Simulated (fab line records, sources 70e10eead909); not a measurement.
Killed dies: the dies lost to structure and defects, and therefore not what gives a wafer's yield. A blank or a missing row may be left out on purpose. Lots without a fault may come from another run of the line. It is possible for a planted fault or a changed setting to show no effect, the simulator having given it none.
Matching of chambers / flow nandHarc / 4 sister chambers for NHARC_A_ZERO_WELL_ETCH_19 on rieDiel-07
The step etches the open film in N2/H2, target depth 80 nm, overetch 24 nm, time 87.88 s. 16 wafers are shown with their chamber, then 8 later ones without.

== EACH WAFER AND ITS CHAMBER ==
wafer=L415.2; chamber=2; drypumpMotorCurrentA (A)=5.8; rfVppV (V)=430.3; oesProductAu (a.u.)=0.989
wafer=L415.3; chamber=0; drypumpMotorCurrentA (A)=5.9; rfVppV (V)=433.3; oesProductAu (a.u.)=1.007
wafer=L415.5; chamber=1; drypumpMotorCurrentA (A)=5.7; rfVppV (V)=429.9; oesProductAu (a.u.)=1.003
wafer=L416.3; chamber=0; drypumpMotorCurrentA (A)=5.9; rfVppV (V)=432.2; oesProductAu (a.u.)=0.996
wafer=L416.6; chamber=1; drypumpMotorCurrentA (A)=5.7; rfVppV (V)=430.6; oesProductAu (a.u.)=0.999
wafer=L417.3; chamber=3; drypumpMotorCurrentA (A)=6.5; rfVppV (V)=425.4; oesProductAu (a.u.)=1.006
wafer=L417.4; chamber=0; drypumpMotorCurrentA (A)=5.9; rfVppV (V)=432.8; oesProductAu (a.u.)=1.000
wafer=L418.4; chamber=1; drypumpMotorCurrentA (A)=5.7; rfVppV (V)=431.4; oesProductAu (a.u.)=1.006
wafer=L418.6; chamber=0; drypumpMotorCurrentA (A)=5.9; rfVppV (V)=432.9; oesProductAu (a.u.)=0.997
wafer=L425.3; chamber=3; drypumpMotorCurrentA (A)=6.5; rfVppV (V)=428.7; oesProductAu (a.u.)=1.001
wafer=L425.5; chamber=3; drypumpMotorCurrentA (A)=6.5; rfVppV (V)=428.7; oesProductAu (a.u.)=1.004
wafer=L425.6; chamber=2; drypumpMotorCurrentA (A)=5.7; rfVppV (V)=431.0; oesProductAu (a.u.)=1.003
wafer=L424.2; chamber=0; drypumpMotorCurrentA (A)=5.9; rfVppV (V)=432.1; oesProductAu (a.u.)=0.999
wafer=L424.4; chamber=2; drypumpMotorCurrentA (A)=5.7; rfVppV (V)=431.3; oesProductAu (a.u.)=0.993
wafer=L424.5; chamber=3; drypumpMotorCurrentA (A)=6.5; rfVppV (V)=427.8; oesProductAu (a.u.)=0.999
wafer=L428.1; chamber=3; drypumpMotorCurrentA (A)=6.5; rfVppV (V)=429.3; oesProductAu (a.u.)=1.010

SIGNATURES (averages over the wafers above)
reading=drypumpMotorCurrentA; chamber 0=5.900; chamber 1=5.700; chamber 2=5.733; chamber 3=6.500; scatter within a chamber=0.0236
reading=rfVppV; chamber 0=432.660; chamber 1=430.633; chamber 2=430.867; chamber 3=427.980; scatter within a chamber=1.01
reading=oesProductAu; chamber 0=0.99980; chamber 1=1.00267; chamber 2=0.99500; chamber 3=1.00400; scatter within a chamber=0.00481
Rule: a wafer's distance from a chamber is the root of the sum, over the readings, of the square of ((its reading less the chamber's mean) divided by the reading's scatter). The wafer belongs to the nearest chamber; if the next one is less than 2 further off, it can't be placed. The scatter: the root of (the sum of the squares of (reading less its chamber's mean) over the shown wafers, divided by (wafers less chambers)).

== WAFERS WHOSE CHAMBER IS MISSING ==
wafer=L428.2; drypumpMotorCurrentA (A)=5.7; rfVppV (V)=430.2; oesProductAu (a.u.)=1.004
wafer=L428.5; drypumpMotorCurrentA (A)=6.5; rfVppV (V)=426.4; oesProductAu (a.u.)=1.007
wafer=L431.1; drypumpMotorCurrentA (A)=5.7; rfVppV (V)=430.2; oesProductAu (a.u.)=1.001
wafer=L431.2; drypumpMotorCurrentA (A)=6.5; rfVppV (V)=428.0; oesProductAu (a.u.)=1.017
wafer=L431.4; drypumpMotorCurrentA (A)=5.7; rfVppV (V)=429.7; oesProductAu (a.u.)=1.007
wafer=L433.1; drypumpMotorCurrentA (A)=5.9; rfVppV (V)=433.2; oesProductAu (a.u.)=1.002
wafer=L433.2; drypumpMotorCurrentA (A)=5.7; rfVppV (V)=430.1; oesProductAu (a.u.)=0.995
wafer=L433.5; drypumpMotorCurrentA (A)=5.7; rfVppV (V)=430.5; oesProductAu (a.u.)=1.007

== CHAMBER TAKEN BY EACH ==
wafer=L428.2; from the rows above=can't be placed: 1 or 2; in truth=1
wafer=L428.5; from the rows above=3; in truth=3
wafer=L431.1; from the rows above=can't be placed: 1 or 2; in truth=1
wafer=L431.2; from the rows above=3; in truth=3
wafer=L431.4; from the rows above=can't be placed: 1 or 2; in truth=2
wafer=L433.1; from the rows above=0; in truth=0
wafer=L433.2; from the rows above=can't be placed: 2 or 1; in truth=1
wafer=L433.5; from the rows above=can't be placed: 1 or 2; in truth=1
3 of 8 placed correctly. Can't be placed from these rows: 5 (the true chamber is among the candidates in 5). 0 placed wrongly.
